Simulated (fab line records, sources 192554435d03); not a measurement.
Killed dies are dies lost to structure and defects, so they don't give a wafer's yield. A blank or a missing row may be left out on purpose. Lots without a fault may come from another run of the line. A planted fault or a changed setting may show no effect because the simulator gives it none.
Chamber matching | flow n5_finfet | N5_BEOL_M0_SAQP_ETCH_101 on rie_diel-03: 4 sister chambers
The step etches SiNx in CH3F/O2, target depth 29.9 nm, time 42.7 s. 4 wafers are shown with their chamber, then 8 later ones without.

WAFERS WITH THEIR CHAMBER
wafer  | chamber | drypump_motor_current_A (A)
L076.4 | 2       | 5.8
L078.5 | 0       | 5.3
L078.6 | 3       | 6.6
L082.1 | 1       | 4.8

WAFERS WITHOUT THEIR CHAMBER
wafer  | drypump_motor_current_A (A)
L082.3 | 6.6
L082.5 | 5.3
L087.1 | 4.8
L087.4 | 6.7
L087.5 | 4.8
L096.1 | 5.3
L096.2 | 6.6
L096.3 | 5.7

WHICH CHAMBER EACH WENT THROUGH
wafer  | from the rows above | in truth
L082.3 | 3                   | 3
L082.5 | 0                   | 0
L087.1 | 1                   | 1
L087.4 | 3                   | 3
L087.5 | 1                   | 1
L096.1 | 0                   | 0
L096.2 | 3                   | 3
L096.3 | 2                   | 2
Placed correctly: 8 of 8. Can't be placed from these rows: 0. Placed wrongly: 0.
How it was worked out, from the rows above alone: a wafer's distance from a chamber is the root of the sum, over the readings, of the square of ((its reading less the chamber's mean) divided by the reading's scatter). The wafer belongs to the nearest chamber; if the next one is less than 2 further off, it can't be placed. A chamber's mean is the mean of its shown wafers. The scatter: with one shown wafer a chamber, the root of the mean of the squares of how far each hidden wafer lies from its nearest shown one.
